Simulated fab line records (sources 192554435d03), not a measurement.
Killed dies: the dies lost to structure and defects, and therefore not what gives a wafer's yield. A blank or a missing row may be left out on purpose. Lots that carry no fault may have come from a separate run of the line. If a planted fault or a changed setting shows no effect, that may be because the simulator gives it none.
fab line records / flow n5Finfet
record: lots: 7 wafers: 39
route steps=1938 shown WELL_APT@39 MOL_CONTACT_COAG@581
startH: the number of hours between the record's first day and the start of the first shown wafer of the lot / waitH: how many hours have passed since the lot's step before this one / " repeats the value in the row above / L1.1+2: a row that stands for several wafers / - no value, or no start given / * or withheld: withheld / < > ~ a bound
route shown NAME@n: NAME is a module with steps in the file, n the number in the route of the first one / usual: mean/standard deviation taken from wafers without a fault / same: alike in all rows / chamber/n: place in a boat / sites: per-site readings / _std_site: standard deviation across them / _edge_site: outer sites' mean less inner sites' / radiusMm: how far each site lies from the wafer's centre / mask NAME#n: copy n / behind: the last tool/chamber to shape the wafer / hold: why the lot went on hold/how many hours it stayed there/how the hold came to an end / device: which transistor (n, p or np) failed to switch / end of line: the same wafers' tests at the end of the route / where a step has no rows: the recipe by itself / killed: at the first sort, the dies lost to defects and structure; wafer yield is something else / map: a wafer's dies, marking killed ones x, the rest . and places with no die _
set.NAME: the run value of the setting; set.NAME@STEP: its run value at that earlier step / model.NAME: the simulator's own value behind a step, which no gauge read
lots where settings were altered on purpose, with a table for each step and a row for each wafer
== steps ==
step: N5_WELL_APT_EXPOSE_22
recipe: maskId: PWELL na: 0.8 sourceShape: conventional sigmaOuter: 0.8 polarization: unpolarized defocusNm: 0 targetCdNm: 200 doseMj: 23.2
lot.wafer=L074.2+5+6 tool=krfScanner-02 chamber=0 startH=15.49 waitH=- mask=PWELL#0 set.doseMj=23.2
lot.wafer=L077.1+3+6 tool=krfScanner-01 chamber=0 startH=32.84 waitH=- mask=PWELL#0 set.doseMj=23.2
lot.wafer=L077.2+4+5 tool=krfScanner-01 chamber=0 startH=32.84 waitH=- mask=PWELL#0 set.doseMj=21.4
lot.wafer=L083.1+2+4 tool=krfScanner-01 chamber=0 startH=69.72 waitH=- mask=PWELL#0 set.doseMj=22.38
lot.wafer=L083.3+5+6 tool=krfScanner-01 chamber=0 startH=69.72 waitH=- mask=PWELL#0 set.doseMj=23.2
lot.wafer=L085.1+3+5 tool=krfScanner-01 chamber=0 startH=80.83 waitH=- mask=PWELL#0 set.doseMj=24.87
lot.wafer=L085.2+4+6 tool=krfScanner-01 chamber=0 startH=80.83 waitH=- mask=PWELL#0 set.doseMj=23.2
lot.wafer=L087.1+2+5 tool=krfScanner-01 chamber=0 startH=93.43 waitH=- mask=PWELL#0 set.doseMj=23.2
lot.wafer=L087.3+4+6 tool=krfScanner-01 chamber=0 startH=93.43 waitH=- mask=PWELL#0 set.doseMj=22.33
lot.wafer=L090.1+2+6 tool=krfScanner-01 chamber=0 startH=110.64 waitH=- mask=PWELL#0 set.doseMj=23.2
lot.wafer=L090.3+4+5 tool=krfScanner-01 chamber=0 startH=110.64 waitH=- mask=PWELL#0 set.doseMj=24.15
lot.wafer=L094.1+5+6 tool=krfScanner-02 chamber=0 startH=135.14 waitH=- mask=PWELL#0 set.doseMj=24.45
lot.wafer=L094.2+3+4 tool=krfScanner-02 chamber=0 startH=135.14 waitH=- mask=PWELL#0 set.doseMj=23.2
step: N5_WELL_APT_PEB_23
recipe: pebTempC: 130 pebTimeS: 90
step: N5_WELL_APT_DEVELOP_24
recipe: developTimeS: 45 rinseLiquid: surfactantRinse dry: airSpin devTempC: 21
step: N5_WELL_APT_HARDBAKE_29
recipe: tempC: 130 timeS: 120
step: N5_WELL_APT_CD_MEAS_25
recipe: targetCdNm: 200 landingEnergyEv: 500 detector: seInlens
usual: cdNm: 201.6/2.9
lot.wafer=L074.2 tool=cdSem-03 chamber=0 startH=15.65 waitH=- set.doseMj@WELL_APT_EXPOSE_22=23.2 cdNm=199.1
lot.wafer=L074.5 tool=cdSem-03 chamber=0 startH=15.65 waitH=- set.doseMj@WELL_APT_EXPOSE_22=23.2 cdNm=200.5
lot.wafer=L074.6 tool=cdSem-03 chamber=0 startH=15.65 waitH=- set.doseMj@WELL_APT_EXPOSE_22=23.2 cdNm=202.1
lot.wafer=L077.1 tool=cdSem-01 chamber=0 startH=33.02 waitH=- set.doseMj@WELL_APT_EXPOSE_22=23.2 cdNm=198.6
lot.wafer=L077.2 tool=cdSem-01 chamber=0 startH=33.02 waitH=- set.doseMj@WELL_APT_EXPOSE_22=21.4 cdNm=184.6
lot.wafer=L077.3 tool=cdSem-01 chamber=0 startH=33.02 waitH=- set.doseMj@WELL_APT_EXPOSE_22=23.2 cdNm=194.9
lot.wafer=L077.4 tool=cdSem-01 chamber=0 startH=33.02 waitH=- set.doseMj@WELL_APT_EXPOSE_22=21.4 cdNm=186.5
lot.wafer=L077.5 tool=cdSem-01 chamber=0 startH=33.02 waitH=- set.doseMj@WELL_APT_EXPOSE_22=21.4 cdNm=187.5
lot.wafer=L077.6 tool=cdSem-01 chamber=0 startH=33.02 waitH=- set.doseMj@WELL_APT_EXPOSE_22=23.2 cdNm=201.4
lot.wafer=L083.1 tool=cdSem-03 chamber=0 startH=69.89 waitH=- set.doseMj@WELL_APT_EXPOSE_22=22.38 cdNm=197.9
lot.wafer=L083.2 tool=cdSem-03 chamber=0 startH=69.89 waitH=- set.doseMj@WELL_APT_EXPOSE_22=22.38 cdNm=195.9
lot.wafer=L083.3 tool=cdSem-03 chamber=0 startH=69.89 waitH=- set.doseMj@WELL_APT_EXPOSE_22=23.2 cdNm=201.9
lot.wafer=L083.4 tool=cdSem-03 chamber=0 startH=69.89 waitH=- set.doseMj@WELL_APT_EXPOSE_22=22.38 cdNm=195.2
lot.wafer=L083.5 tool=cdSem-03 chamber=0 startH=69.89 waitH=- set.doseMj@WELL_APT_EXPOSE_22=23.2 cdNm=201.3
lot.wafer=L083.6 tool=cdSem-03 chamber=0 startH=69.89 waitH=- set.doseMj@WELL_APT_EXPOSE_22=23.2 cdNm=202.0
lot.wafer=L085.1 tool=cdSem-03 chamber=0 startH=81.00 waitH=- set.doseMj@WELL_APT_EXPOSE_22=24.87 cdNm=213.7
lot.wafer=L085.2 tool=cdSem-03 chamber=0 startH=81.00 waitH=- set.doseMj@WELL_APT_EXPOSE_22=23.2 cdNm=198.4
lot.wafer=L085.3 tool=cdSem-03 chamber=0 startH=81.00 waitH=- set.doseMj@WELL_APT_EXPOSE_22=24.87 cdNm=210.7
lot.wafer=L085.4 tool=cdSem-03 chamber=0 startH=81.00 waitH=- set.doseMj@WELL_APT_EXPOSE_22=23.2 cdNm=196.2
lot.wafer=L085.5 tool=cdSem-03 chamber=0 startH=81.00 waitH=- set.doseMj@WELL_APT_EXPOSE_22=24.87 cdNm=213.1
lot.wafer=L085.6 tool=cdSem-03 chamber=0 startH=81.00 waitH=- set.doseMj@WELL_APT_EXPOSE_22=23.2 cdNm=202.8
lot.wafer=L087.1 tool=cdSem-03 chamber=0 startH=93.60 waitH=- set.doseMj@WELL_APT_EXPOSE_22=23.2 cdNm=199.9
lot.wafer=L087.2 tool=cdSem-03 chamber=0 startH=93.60 waitH=- set.doseMj@WELL_APT_EXPOSE_22=23.2 cdNm=199.3
lot.wafer=L087.3 tool=cdSem-03 chamber=0 startH=93.60 waitH=- set.doseMj@WELL_APT_EXPOSE_22=22.33 cdNm=192.8
lot.wafer=L087.4 tool=cdSem-03 chamber=0 startH=93.60 waitH=- set.doseMj@WELL_APT_EXPOSE_22=22.33 cdNm=194.2
lot.wafer=L087.5 tool=cdSem-03 chamber=0 startH=93.60 waitH=- set.doseMj@WELL_APT_EXPOSE_22=23.2 cdNm=201.5
lot.wafer=L087.6 tool=cdSem-03 chamber=0 startH=93.60 waitH=- set.doseMj@WELL_APT_EXPOSE_22=22.33 cdNm=192.7
lot.wafer=L090.1 tool=cdSem-03 chamber=0 startH=110.81 waitH=- set.doseMj@WELL_APT_EXPOSE_22=23.2 cdNm=198.5
lot.wafer=L090.2 tool=cdSem-03 chamber=0 startH=110.81 waitH=- set.doseMj@WELL_APT_EXPOSE_22=23.2 cdNm=196.9
lot.wafer=L090.3 tool=cdSem-03 chamber=0 startH=110.81 waitH=- set.doseMj@WELL_APT_EXPOSE_22=24.15 cdNm=206.8
lot.wafer=L090.4 tool=cdSem-03 chamber=0 startH=110.81 waitH=- set.doseMj@WELL_APT_EXPOSE_22=24.15 cdNm=207.1
lot.wafer=L090.5 tool=cdSem-03 chamber=0 startH=110.81 waitH=- set.doseMj@WELL_APT_EXPOSE_22=24.15 cdNm=207.2
lot.wafer=L090.6 tool=cdSem-03 chamber=0 startH=110.81 waitH=- set.doseMj@WELL_APT_EXPOSE_22=23.2 cdNm=199.3
lot.wafer=L094.1 tool=cdSem-02 chamber=0 startH=135.31 waitH=- set.doseMj@WELL_APT_EXPOSE_22=24.45 cdNm=212.5
lot.wafer=L094.2 tool=cdSem-02 chamber=0 startH=135.31 waitH=- set.doseMj@WELL_APT_EXPOSE_22=23.2 cdNm=206.3
lot.wafer=L094.3 tool=cdSem-02 chamber=0 startH=135.31 waitH=- set.doseMj@WELL_APT_EXPOSE_22=23.2 cdNm=204.6
lot.wafer=L094.4 tool=cdSem-02 chamber=0 startH=135.31 waitH=- set.doseMj@WELL_APT_EXPOSE_22=23.2 cdNm=201.8
lot.wafer=L094.5 tool=cdSem-02 chamber=0 startH=135.31 waitH=- set.doseMj@WELL_APT_EXPOSE_22=24.45 cdNm=214.1
lot.wafer=L094.6 tool=cdSem-02 chamber=0 startH=135.31 waitH=- set.doseMj@WELL_APT_EXPOSE_22=24.45 cdNm=213.0
step: N5_WELL_APT_DESCUM_30
recipe: chemistry: O2 timeS: 7.9 sourcePowerW: 50 biasPowerW: 20 pressureMtorr: 20 rfFrequencyHz: 2.712e+07 tempC: 40 o2FlowSccm: 225
lot.wafer=L074.2 tool=rieDiel-04 chamber=3 startH=16.00 waitH=0.3 set.doseMj@WELL_APT_EXPOSE_22=23.2 model.WELL_APT.cdNm=199.4
lot.wafer=L074.5 tool=rieDiel-04 chamber=2 startH=16.00 waitH=0.3 set.doseMj@WELL_APT_EXPOSE_22=23.2 model.WELL_APT.cdNm=200.3
lot.wafer=L074.6 tool=rieDiel-04 chamber=3 startH=16.00 waitH=0.3 set.doseMj@WELL_APT_EXPOSE_22=23.2 model.WELL_APT.cdNm=202.3
lot.wafer=L077.1 tool=rieDiel-05 chamber=3 startH=33.11 waitH=0.0 set.doseMj@WELL_APT_EXPOSE_22=23.2 model.WELL_APT.cdNm=198.3
lot.wafer=L077.2 tool=rieDiel-05 chamber=2 startH=33.11 waitH=0.0 set.doseMj@WELL_APT_EXPOSE_22=21.4 model.WELL_APT.cdNm=184.7
lot.wafer=L077.3 tool=rieDiel-05 chamber=0 startH=33.11 waitH=0.0 set.doseMj@WELL_APT_EXPOSE_22=23.2 model.WELL_APT.cdNm=194.9
lot.wafer=L077.4 tool=rieDiel-05 chamber=1 startH=33.11 waitH=0.0 set.doseMj@WELL_APT_EXPOSE_22=21.4 model.WELL_APT.cdNm=186
lot.wafer=L077.5 tool=rieDiel-05 chamber=1 startH=33.11 waitH=0.0 set.doseMj@WELL_APT_EXPOSE_22=21.4 model.WELL_APT.cdNm=187.1
lot.wafer=L077.6 tool=rieDiel-05 chamber=0 startH=33.11 waitH=0.0 set.doseMj@WELL_APT_EXPOSE_22=23.2 model.WELL_APT.cdNm=201.3
lot.wafer=L083.1 tool=rieDiel-04 chamber=3 startH=69.98 waitH=0.0 set.doseMj@WELL_APT_EXPOSE_22=22.38 model.WELL_APT.cdNm=198
lot.wafer=L083.2 tool=rieDiel-04 chamber=2 startH=69.98 waitH=0.0 set.doseMj@WELL_APT_EXPOSE_22=22.38 model.WELL_APT.cdNm=195.8
lot.wafer=L083.3 tool=rieDiel-04 chamber=0 startH=69.98 waitH=0.0 set.doseMj@WELL_APT_EXPOSE_22=23.2 model.WELL_APT.cdNm=202.6
lot.wafer=L083.4 tool=rieDiel-04 chamber=1 startH=69.98 waitH=0.0 set.doseMj@WELL_APT_EXPOSE_22=22.38 model.WELL_APT.cdNm=195.1
lot.wafer=L083.5 tool=rieDiel-04 chamber=3 startH=69.98 waitH=0.0 set.doseMj@WELL_APT_EXPOSE_22=23.2 model.WELL_APT.cdNm=201.6
lot.wafer=L083.6 tool=rieDiel-04 chamber=2 startH=69.98 waitH=0.0 set.doseMj@WELL_APT_EXPOSE_22=23.2 model.WELL_APT.cdNm=201.9
lot.wafer=L085.1 tool=rieDiel-05 chamber=0 startH=81.12 waitH=0.1 set.doseMj@WELL_APT_EXPOSE_22=24.87 model.WELL_APT.cdNm=213.7
lot.wafer=L085.2 tool=rieDiel-05 chamber=3 startH=81.12 waitH=0.1 set.doseMj@WELL_APT_EXPOSE_22=23.2 model.WELL_APT.cdNm=198.3
lot.wafer=L085.3 tool=rieDiel-05 chamber=2 startH=81.12 waitH=0.1 set.doseMj@WELL_APT_EXPOSE_22=24.87 model.WELL_APT.cdNm=210.9
lot.wafer=L085.4 tool=rieDiel-05 chamber=1 startH=81.12 waitH=0.1 set.doseMj@WELL_APT_EXPOSE_22=23.2 model.WELL_APT.cdNm=196.1
lot.wafer=L085.5 tool=rieDiel-05 chamber=2 startH=81.12 waitH=0.1 set.doseMj@WELL_APT_EXPOSE_22=24.87 model.WELL_APT.cdNm=213.5
lot.wafer=L085.6 tool=rieDiel-05 chamber=1 startH=81.12 waitH=0.1 set.doseMj@WELL_APT_EXPOSE_22=23.2 model.WELL_APT.cdNm=202.9
lot.wafer=L087.1 tool=rieDiel-04 chamber=0 startH=93.69 waitH=0.0 set.doseMj@WELL_APT_EXPOSE_22=23.2 model.WELL_APT.cdNm=200.2
lot.wafer=L087.2 tool=rieDiel-04 chamber=3 startH=93.69 waitH=0.0 set.doseMj@WELL_APT_EXPOSE_22=23.2 model.WELL_APT.cdNm=199.4
lot.wafer=L087.3 tool=rieDiel-04 chamber=1 startH=93.69 waitH=0.0 set.doseMj@WELL_APT_EXPOSE_22=22.33 model.WELL_APT.cdNm=193
lot.wafer=L087.4 tool=rieDiel-04 chamber=2 startH=93.69 waitH=0.0 set.doseMj@WELL_APT_EXPOSE_22=22.33 model.WELL_APT.cdNm=194
lot.wafer=L087.5 tool=rieDiel-04 chamber=1 startH=93.69 waitH=0.0 set.doseMj@WELL_APT_EXPOSE_22=23.2 model.WELL_APT.cdNm=201.5
lot.wafer=L087.6 tool=rieDiel-04 chamber=0 startH=93.69 waitH=0.0 set.doseMj@WELL_APT_EXPOSE_22=22.33 model.WELL_APT.cdNm=192.9
lot.wafer=L090.1 tool=rieDiel-01 chamber=1 startH=110.90 waitH=0.0 set.doseMj@WELL_APT_EXPOSE_22=23.2 model.WELL_APT.cdNm=198.8
lot.wafer=L090.2 tool=rieDiel-01 chamber=3 startH=110.90 waitH=0.0 set.doseMj@WELL_APT_EXPOSE_22=23.2 model.WELL_APT.cdNm=197.4
lot.wafer=L090.3 tool=rieDiel-01 chamber=0 startH=110.90 waitH=0.0 set.doseMj@WELL_APT_EXPOSE_22=24.15 model.WELL_APT.cdNm=206.9
lot.wafer=L090.4 tool=rieDiel-01 chamber=1 startH=110.90 waitH=0.0 set.doseMj@WELL_APT_EXPOSE_22=24.15 model.WELL_APT.cdNm=207.6
lot.wafer=L090.5 tool=rieDiel-01 chamber=0 startH=110.90 waitH=0.0 set.doseMj@WELL_APT_EXPOSE_22=24.15 model.WELL_APT.cdNm=207.1
lot.wafer=L090.6 tool=rieDiel-01 chamber=3 startH=110.90 waitH=0.0 set.doseMj@WELL_APT_EXPOSE_22=23.2 model.WELL_APT.cdNm=199.3
lot.wafer=L094.1 tool=rieDiel-05 chamber=1 startH=135.40 waitH=0.0 set.doseMj@WELL_APT_EXPOSE_22=24.45 model.WELL_APT.cdNm=212.8
lot.wafer=L094.2 tool=rieDiel-05 chamber=2 startH=135.40 waitH=0.0 set.doseMj@WELL_APT_EXPOSE_22=23.2 model.WELL_APT.cdNm=206.6
lot.wafer=L094.3 tool=rieDiel-05 chamber=3 startH=135.40 waitH=0.0 set.doseMj@WELL_APT_EXPOSE_22=23.2 model.WELL_APT.cdNm=204.7
lot.wafer=L094.4 tool=rieDiel-05 chamber=2 startH=135.40 waitH=0.0 set.doseMj@WELL_APT_EXPOSE_22=23.2 model.WELL_APT.cdNm=202.3
lot.wafer=L094.5 tool=rieDiel-05 chamber=3 startH=135.40 waitH=0.0 set.doseMj@WELL_APT_EXPOSE_22=24.45 model.WELL_APT.cdNm=214
lot.wafer=L094.6 tool=rieDiel-05 chamber=1 startH=135.40 waitH=0.0 set.doseMj@WELL_APT_EXPOSE_22=24.45 model.WELL_APT.cdNm=213.2
step: N5_MOL_CONTACT_COAG_ETCH_91
recipe: chemistry: N2/H2 target: SOC targetDepthA: 600 overetchA: 210 maskMaterial: SiARC tempC: 40 timeS: 101.2 ionEnergyEv: 200 pressureMtorr: 30 sourceW: 840 biasW: 150 n2FlowSccm: 200 h2FlowSccm: 200
lot.wafer=L074.2+5 tool=rieDiel-04 chamber=1 startH=101.95 waitH=0.0 set.timeS=101.2 model.SiARC_of_MOL_CONTACT_COAG_COAT_76.thkNm=6
lot.wafer=L074.6 tool=rieDiel-04 chamber=0 startH=101.95 waitH=0.0 set.timeS=101.2 model.SiARC_of_MOL_CONTACT_COAG_COAT_76.thkNm=5.8
lot.wafer=L077.1+3 tool=rieDiel-04 chamber=0,3 startH=115.35 waitH=0.0 set.timeS=111 model.SiARC_of_MOL_CONTACT_COAG_COAT_76.thkNm=5.4
lot.wafer=L077.2+4 tool=rieDiel-04 chamber=1,2 startH=115.35 waitH=0.0 set.timeS=101.2 model.SiARC_of_MOL_CONTACT_COAG_COAT_76.thkNm=6
lot.wafer=L077.5 tool=rieDiel-04 chamber=1 startH=115.35 waitH=0.0 set.timeS=111 model.SiARC_of_MOL_CONTACT_COAG_COAT_76.thkNm=5.6
lot.wafer=L077.6 tool=rieDiel-04 chamber=0 startH=115.35 waitH=0.0 set.timeS=101.2 model.SiARC_of_MOL_CONTACT_COAG_COAT_76.thkNm=5.8
lot.wafer=L083.1 tool=rieDiel-05 chamber=1 startH=159.13 waitH=0.0 set.timeS=101.2 model.SiARC_of_MOL_CONTACT_COAG_COAT_76.thkNm=6
lot.wafer=L083.2+4+5+6 tool=rieDiel-05 chamber=2,3,2,3 startH=159.13 waitH=0.0 set.timeS=101.2 model.SiARC_of_MOL_CONTACT_COAG_COAT_76.thkNm=5.8
lot.wafer=L083.3 tool=rieDiel-05 chamber=0 startH=159.13 waitH=0.0 set.timeS=101.2 model.SiARC_of_MOL_CONTACT_COAG_COAT_76.thkNm=5.6
lot.wafer=L085.1 tool=rieDiel-05 chamber=1 startH=162.86 waitH=0.0 set.timeS=101.2 model.SiARC_of_MOL_CONTACT_COAG_COAT_76.thkNm=6
lot.wafer=L085.2+6 tool=rieDiel-05 chamber=2,0 startH=162.86 waitH=0.0 set.timeS=101.2 model.SiARC_of_MOL_CONTACT_COAG_COAT_76.thkNm=5.8
lot.wafer=L085.3 tool=rieDiel-05 chamber=3 startH=162.86 waitH=0.0 set.timeS=123.5 model.SiARC_of_MOL_CONTACT_COAG_COAT_76.thkNm=5
lot.wafer=L085.4 tool=rieDiel-05 chamber=0 startH=162.86 waitH=0.0 set.timeS=123.5 model.SiARC_of_MOL_CONTACT_COAG_COAT_76.thkNm=4.8
lot.wafer=L085.5 tool=rieDiel-05 chamber=1 startH=162.86 waitH=0.0 set.timeS=123.5 model.SiARC_of_MOL_CONTACT_COAG_COAT_76.thkNm=5.2
lot.wafer=L087.1+6 tool=rieDiel-01 chamber=3 startH=180.66 waitH=0.0 set.timeS=90.63 model.SiARC_of_MOL_CONTACT_COAG_COAT_76.thkNm=6.4
lot.wafer=L087.2 tool=rieDiel-01 chamber=0 startH=180.66 waitH=0.0 set.timeS=101.2 model.SiARC_of_MOL_CONTACT_COAG_COAT_76.thkNm=5.8
lot.wafer=L087.3 tool=rieDiel-01 chamber=1 startH=180.66 waitH=0.0 set.timeS=101.2 model.SiARC_of_MOL_CONTACT_COAG_COAT_76.thkNm=6
lot.wafer=L087.4 tool=rieDiel-01 chamber=2 startH=180.66 waitH=0.0 set.timeS=90.63 model.SiARC_of_MOL_CONTACT_COAG_COAT_76.thkNm=6.6
lot.wafer=L087.5 tool=rieDiel-01 chamber=2 startH=180.66 waitH=0.0 set.timeS=101.2 model.SiARC_of_MOL_CONTACT_COAG_COAT_76.thkNm=6.2
lot.wafer=L090.1 tool=rieDiel-04 chamber=2 startH=193.87 waitH=0.0 set.timeS=101.2 model.SiARC_of_MOL_CONTACT_COAG_COAT_76.thkNm=6
lot.wafer=L090.2+3+5 tool=rieDiel-04 chamber=3,1,1 startH=193.87 waitH=0.0 set.timeS=82.5 model.SiARC_of_MOL_CONTACT_COAG_COAT_76.thkNm=6.6
lot.wafer=L090.4+6 tool=rieDiel-04 chamber=2,3 startH=193.87 waitH=0.0 set.timeS=101.2 model.SiARC_of_MOL_CONTACT_COAG_COAT_76.thkNm=5.8
lot.wafer=L094.1+5 tool=rieDiel-01 chamber=1 startH=218.13 waitH=0.0 set.timeS=112.5 model.SiARC_of_MOL_CONTACT_COAG_COAT_76.thkNm=5.6
lot.wafer=L094.2 tool=rieDiel-01 chamber=0 startH=218.13 waitH=0.0 set.timeS=112.5 model.SiARC_of_MOL_CONTACT_COAG_COAT_76.thkNm=5.2
lot.wafer=L094.3+6 tool=rieDiel-01 chamber=3,0 startH=218.13 waitH=0.0 set.timeS=101.2 model.SiARC_of_MOL_CONTACT_COAG_COAT_76.thkNm=5.6
lot.wafer=L094.4 tool=rieDiel-01 chamber=3 startH=218.13 waitH=0.0 set.timeS=101.2 model.SiARC_of_MOL_CONTACT_COAG_COAT_76.thkNm=5.8
== key ==
split: step: N5_WELL_APT_EXPOSE_22 setting: doseMj stated: 23.2 by: wafer
response: step: N5_WELL_APT_CD_MEAS_25 reading: cdNm change: +1.73 per: 1% r: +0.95
response: step: N5_WELL_APT_DESCUM_30 reading: model.WELL_APT.cdNm change: +1.75 per: 1% r: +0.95
split: step: N5_MOL_CONTACT_COAG_ETCH_91 setting: timeS stated: 101.2 by: wafer
response: step: N5_MOL_CONTACT_COAG_ETCH_91 reading: model.SiARC_of_MOL_CONTACT_COAG_COAT_76.thkNm change: -0.0383 per: 1% r: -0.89
